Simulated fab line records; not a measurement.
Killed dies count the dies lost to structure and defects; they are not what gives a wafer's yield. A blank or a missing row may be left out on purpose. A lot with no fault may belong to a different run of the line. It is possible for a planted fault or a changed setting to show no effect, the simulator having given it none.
Lot-split experiment / flow n5 finfet / 7 lots, 21 wafers read, on a route of 1938 steps

ON THE SPLIT
At N5_BEOL_M0_ETCH_109 (etches SiCN in CH3F/O2, target depth 8 nm, overetch 2.4 nm, time 27.4 s), the setting bias w was moved away from the recipe's 75 W on 6 of the 21 wafers read, by -10.3% to +15.5%. For the rest of the wafers, this setting stayed at what the recipe calls for.

The reading comes from the split's own step.

THE READING
rf vpp V, in V, at N5_BEOL_M0_ETCH_109 (etches SiCN in CH3F/O2, target depth 8 nm, overetch 2.4 nm, time 27.4 s). Typical for fault-free wafers on this fab line: 297.6 V, with standard deviation 1.8 V.

wafer=L079.1; tool, chamber at the split=rie diel-02, 3; bias w as run, W=75; against the recipe=recipe; rf vpp V, V=298.8; against lot-mates on the recipe=-
wafer=L079.4; tool, chamber at the split=rie diel-02, 0; bias w as run, W=86.64; against the recipe=+15.5%; rf vpp V, V=327.2; against lot-mates on the recipe=+28.4
wafer=L079.5; tool, chamber at the split=rie diel-02, 1; bias w as run, W=86.64; against the recipe=+15.5%; rf vpp V, V=324.7; against lot-mates on the recipe=+25.9
wafer=L081.2; tool, chamber at the split=rie diel-03, 0; bias w as run, W=75; against the recipe=recipe; rf vpp V, V=296.7; against lot-mates on the recipe=-
wafer=L081.3; tool, chamber at the split=rie diel-03, 3; bias w as run, W=75; against the recipe=recipe; rf vpp V, V=295.1; against lot-mates on the recipe=-
wafer=L081.6; tool, chamber at the split=rie diel-03, 0; bias w as run, W=67.3; against the recipe=-10.3%; rf vpp V, V=277.5; against lot-mates on the recipe=-18.4
wafer=L083.1; tool, chamber at the split=rie diel-02, 2; bias w as run, W=75; against the recipe=recipe; rf vpp V, V=296.1; against lot-mates on the recipe=-
wafer=L083.3; tool, chamber at the split=rie diel-02, 0; bias w as run, W=75; against the recipe=recipe; rf vpp V, V=299.9; against lot-mates on the recipe=-
wafer=L083.5; tool, chamber at the split=rie diel-02, 3; bias w as run, W=75; against the recipe=recipe; rf vpp V, V=299.7; against lot-mates on the recipe=-
wafer=L086.3; tool, chamber at the split=rie diel-02, 3; bias w as run, W=75; against the recipe=recipe; rf vpp V, V=300.6; against lot-mates on the recipe=-
wafer=L086.5; tool, chamber at the split=rie diel-02, 2; bias w as run, W=75; against the recipe=recipe; rf vpp V, V=295.6; against lot-mates on the recipe=-
wafer=L086.6; tool, chamber at the split=rie diel-02, 3; bias w as run, W=75; against the recipe=recipe; rf vpp V, V=300.7; against lot-mates on the recipe=-
wafer=L090.1; tool, chamber at the split=rie diel-03, 2; bias w as run, W=70.9; against the recipe=-5.5%; rf vpp V, V=289.5; against lot-mates on the recipe=-7.0
wafer=L090.5; tool, chamber at the split=rie diel-03, 2; bias w as run, W=70.9; against the recipe=-5.5%; rf vpp V, V=288.4; against lot-mates on the recipe=-8.1
wafer=L090.6; tool, chamber at the split=rie diel-03, 1; bias w as run, W=75; against the recipe=recipe; rf vpp V, V=296.5; against lot-mates on the recipe=-
wafer=L091.1; tool, chamber at the split=rie diel-05, 2; bias w as run, W=75; against the recipe=recipe; rf vpp V, V=297.6; against lot-mates on the recipe=-
wafer=L091.2; tool, chamber at the split=rie diel-05, 1; bias w as run, W=79.69; against the recipe=+6.3%; rf vpp V, V=307.6; against lot-mates on the recipe=+10.5
wafer=L091.5; tool, chamber at the split=rie diel-05, 3; bias w as run, W=75; against the recipe=recipe; rf vpp V, V=296.7; against lot-mates on the recipe=-
wafer=L092.4; tool, chamber at the split=rie diel-05, 0; bias w as run, W=75; against the recipe=recipe; rf vpp V, V=298.6; against lot-mates on the recipe=-
wafer=L092.5; tool, chamber at the split=rie diel-05, 2; bias w as run, W=75; against the recipe=recipe; rf vpp V, V=298.1; against lot-mates on the recipe=-
wafer=L092.6; tool, chamber at the split=rie diel-05, 3; bias w as run, W=75; against the recipe=recipe; rf vpp V, V=297.9; against lot-mates on the recipe=-

FIT RESULTS
A straight line over all 21 wafers: rf vpp V changes by +1.81 V for each +1% of bias w; r = +0.99; the points scatter about the line by 1.7 V.
The same after taking each lot's own level away (the mean of its wafers on the recipe; 21 wafers): +1.72 V for each +1%; r = +0.99; scatter 1.4 V.
That fit puts the effect of the largest move of bias w on the reading at 27 V.
Measured against the standard deviation above, the lots' own levels, which go from 295.90 to 298.97 V, span 1.7 times it.
The two slopes are in agreement: the lot-to-lot level therefore moves the slope only a little.
Check: +25.9 V against its lot-mates is what the line predicts for one of the wafers moved furthest among these (+15.5%) when that wafer is left out of the fit. Against them it came out at +28.4 V.
Tool readings at the split's step, against how far the setting was moved: rf vpp V r = +0.99.

OTHER SPLITS ON THESE WAFERS
Note: prior to the reading, these wafers also went through further splits. Each is held against what the fit with the lots' levels taken away leaves over:
other split on the same wafers=N5_MOL_CONTACT_COAG_VIA_ETCH_46 bias w; wafers away from the commonest value=6; r with rf vpp V (lot level and that fit taken away)=+0.03
other split on the same wafers=N5_BEOL_M0_SAQP_PECVD_96 time s; wafers away from the commonest value=7; r with rf vpp V (lot level and that fit taken away)=+0.07
other split on the same wafers=N5_BEOL_M0_TRENCH_ETCH_107 target depth a; wafers away from the commonest value=7; r with rf vpp V (lot level and that fit taken away)=+0.05

FILE'S OWN FIT
rf vpp V changes by +1.73 V for each +1% of bias w, r = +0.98.
